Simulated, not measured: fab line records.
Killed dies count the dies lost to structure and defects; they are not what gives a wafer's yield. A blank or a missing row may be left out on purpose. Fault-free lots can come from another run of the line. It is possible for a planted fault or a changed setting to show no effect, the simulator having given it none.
The tool behind it: which one? || flow n5Finfet || Sampling: 11 lots, 31 wafers, 3 of 1938 route steps

WHAT EACH GAUGE READ, for each wafer
N5_PASSIVATION_OVL_MEAS_63. Usual: PAD_OVL gives 4 nm (standard deviation 4.2).
{"lot": "L102", "measured": "day 12 02:36", "on": "overlay-01", "PAD_OVL (nm)": "6 7 12", "flag": ""}
{"lot": "L100", "measured": "day 12 12:44", "on": "overlay-01", "PAD_OVL (nm)": "0 -4 4", "flag": ""}
{"lot": "L107", "measured": "day 13 12:46", "on": "overlay-02", "PAD_OVL (nm)": "-1 1 -3", "flag": ""}
{"lot": "L103", "measured": "day 13 12:31", "on": "overlay-02", "PAD_OVL (nm)": "2 2 7", "flag": ""}
{"lot": "L104", "measured": "day 13 13:43", "on": "overlay-01", "PAD_OVL (nm)": "9 14", "flag": ""}
{"lot": "L105", "measured": "day 13 16:01", "on": "overlay-02", "PAD_OVL (nm)": "4 4 -3", "flag": ""}
{"lot": "L113", "measured": "day 15 08:00", "on": "overlay-01", "PAD_OVL (nm)": "2 6 7", "flag": ""}
{"lot": "L117", "measured": "day 15 22:43", "on": "overlay-02", "PAD_OVL (nm)": "1 1 1", "flag": ""}
{"lot": "L119", "measured": "day 17 01:33", "on": "overlay-02", "PAD_OVL (nm)": "7 5 0", "flag": ""}
{"lot": "L121", "measured": "day 17 06:13", "on": "overlay-02", "PAD_OVL (nm)": "5 8 4", "flag": ""}
{"lot": "L123", "measured": "day 17 11:24", "on": "overlay-01", "PAD_OVL (nm)": "0 0", "flag": ""}

EACH LOT AND THE TOOL THAT RAN IT (in order: tool; ch and the chambers of the sampled wafers; start)
{"lot": "L102", "N5_BEOL_M15_SPUTTER_44": "pvdSputter-03, day 11 13:24", "N5_PASSIVATION_SPUTTER_20": "pvdSputter-03, day 12 02:00"}
{"lot": "L100", "N5_BEOL_M15_SPUTTER_44": "pvdSputter-02, day 12 01:37", "N5_PASSIVATION_SPUTTER_20": "pvdSputter-02, day 12 12:05"}
{"lot": "L107", "N5_BEOL_M15_SPUTTER_44": "pvdSputter-02, day 12 23:17", "N5_PASSIVATION_SPUTTER_20": "pvdSputter-02, day 13 12:10"}
{"lot": "L103", "N5_BEOL_M15_SPUTTER_44": "pvdSputter-02, day 12 23:41", "N5_PASSIVATION_SPUTTER_20": "pvdSputter-03, day 13 11:47"}
{"lot": "L104", "N5_BEOL_M15_SPUTTER_44": "pvdSputter-03, day 13 00:04", "N5_PASSIVATION_SPUTTER_20": "pvdSputter-01, day 13 12:59"}
{"lot": "L105", "N5_BEOL_M15_SPUTTER_44": "pvdSputter-03, day 13 07:25", "N5_PASSIVATION_SPUTTER_20": "pvdSputter-01, day 13 15:17"}
{"lot": "L113", "N5_BEOL_M15_SPUTTER_44": "pvdSputter-03, day 14 21:06", "N5_PASSIVATION_SPUTTER_20": "pvdSputter-02, day 15 07:16"}
{"lot": "L117", "N5_BEOL_M15_SPUTTER_44": "pvdSputter-02, day 15 11:23", "N5_PASSIVATION_SPUTTER_20": "pvdSputter-03, day 15 22:07"}
{"lot": "L119", "N5_BEOL_M15_SPUTTER_44": "pvdSputter-02, day 16 14:13", "N5_PASSIVATION_SPUTTER_20": "pvdSputter-02, day 17 00:50"}
{"lot": "L121", "N5_BEOL_M15_SPUTTER_44": "pvdSputter-02, day 16 19:50", "N5_PASSIVATION_SPUTTER_20": "pvdSputter-03, day 17 05:29"}
{"lot": "L123", "N5_BEOL_M15_SPUTTER_44": "pvdSputter-02, day 17 02:29", "N5_PASSIVATION_SPUTTER_20": "pvdSputter-03, day 17 10:38"}
- N5_BEOL_M15_SPUTTER_44: material Ta, target thk 15 nm, time 24.19 s.
- N5_PASSIVATION_SPUTTER_20: material TaN, target thk 50 nm.

AS READ BY THE TOOLS THEMSELVES (means over the sampled wafers that have a number; for cases with no such wafer, the mark the record gives instead)
N5_BEOL_M15_SPUTTER_44. Usual: chamberPressurePa 0.06999 Pa, standard deviation 0.00015; throttleValvePct 30.8 %, standard deviation 1.3.
{"lot": "L102", "tool": "pvdSputter-03", "chamberPressurePa (Pa)": 0.06997, "throttleValvePct (%)": 29.9, "flag": ""}
{"lot": "L100", "tool": "pvdSputter-02", "chamberPressurePa (Pa)": 0.07000, "throttleValvePct (%)": 31.5, "flag": ""}
{"lot": "L107", "tool": "pvdSputter-02", "chamberPressurePa (Pa)": 0.07004, "throttleValvePct (%)": 32.0, "flag": ""}
{"lot": "L103", "tool": "pvdSputter-02", "chamberPressurePa (Pa)": 0.07001, "throttleValvePct (%)": 31.8, "flag": ""}
{"lot": "L104", "tool": "pvdSputter-03", "chamberPressurePa (Pa)": 0.07014, "throttleValvePct (%)": 29.8, "flag": ""}
{"lot": "L105", "tool": "pvdSputter-03", "chamberPressurePa (Pa)": 0.06990, "throttleValvePct (%)": 29.9, "flag": ""}
{"lot": "L113", "tool": "pvdSputter-03", "chamberPressurePa (Pa)": 0.07000, "throttleValvePct (%)": 30.1, "flag": ""}
{"lot": "L117", "tool": "pvdSputter-02", "chamberPressurePa (Pa)": 0.07014, "throttleValvePct (%)": 31.6, "flag": ""}
{"lot": "L119", "tool": "pvdSputter-02", "chamberPressurePa (Pa)": 0.06999, "throttleValvePct (%)": 31.3, "flag": ""}
{"lot": "L121", "tool": "pvdSputter-02", "chamberPressurePa (Pa)": 0.07002, "throttleValvePct (%)": 31.3, "flag": ""}
{"lot": "L123", "tool": "pvdSputter-02", "chamberPressurePa (Pa)": 0.07004, "throttleValvePct (%)": 32.4, "flag": ""}

N5_PASSIVATION_SPUTTER_20. Usual: chamberPressurePa 0.3999 Pa, standard deviation 0.00078; throttleValvePct 30.7 %, standard deviation 1.3.
{"lot": "L102", "tool": "pvdSputter-03", "chamberPressurePa (Pa)": 0.4000, "throttleValvePct (%)": 29.6, "flag": ""}
{"lot": "L100", "tool": "pvdSputter-02", "chamberPressurePa (Pa)": 0.4001, "throttleValvePct (%)": 31.6, "flag": ""}
{"lot": "L107", "tool": "pvdSputter-02", "chamberPressurePa (Pa)": 0.3997, "throttleValvePct (%)": 30.9, "flag": ""}
{"lot": "L103", "tool": "pvdSputter-03", "chamberPressurePa (Pa)": 0.4002, "throttleValvePct (%)": 30.0, "flag": ""}
{"lot": "L104", "tool": "pvdSputter-01", "chamberPressurePa (Pa)": 0.3997, "throttleValvePct (%)": 29.4, "flag": ""}
{"lot": "L105", "tool": "pvdSputter-01", "chamberPressurePa (Pa)": 0.4001, "throttleValvePct (%)": 29.6, "flag": ""}
{"lot": "L113", "tool": "pvdSputter-02", "chamberPressurePa (Pa)": 0.4001, "throttleValvePct (%)": 32.5, "flag": ""}
{"lot": "L117", "tool": "pvdSputter-03", "chamberPressurePa (Pa)": 0.3996, "throttleValvePct (%)": 29.9, "flag": ""}
{"lot": "L119", "tool": "pvdSputter-02", "chamberPressurePa (Pa)": 0.4001, "throttleValvePct (%)": 31.3, "flag": ""}
{"lot": "L121", "tool": "pvdSputter-03", "chamberPressurePa (Pa)": 0.4002, "throttleValvePct (%)": 30.0, "flag": ""}
{"lot": "L123", "tool": "pvdSputter-03", "chamberPressurePa (Pa)": 0.4003, "throttleValvePct (%)": 29.3, "flag": ""}

THE ANSWER, worked out from the rows above alone
Rule: lot off if the mean of its wafers having a number is beyond 3 standard deviations from the usual mean. Also off: a lot with no number at a reading for which 4 or more lots have one. Any other lot the step has rows for is counted as sound. Order of review: gauges by route order, followed by the tools' own readings, for which a lot's mean as printed above is used. The first step at which some lot is off is used, and at that step the reading that is off furthest; a lot without a number counts as furthest.
None of the lots is off at any reading shown; this tells nothing.

WHAT THE SIMULATOR HAD INSERTED
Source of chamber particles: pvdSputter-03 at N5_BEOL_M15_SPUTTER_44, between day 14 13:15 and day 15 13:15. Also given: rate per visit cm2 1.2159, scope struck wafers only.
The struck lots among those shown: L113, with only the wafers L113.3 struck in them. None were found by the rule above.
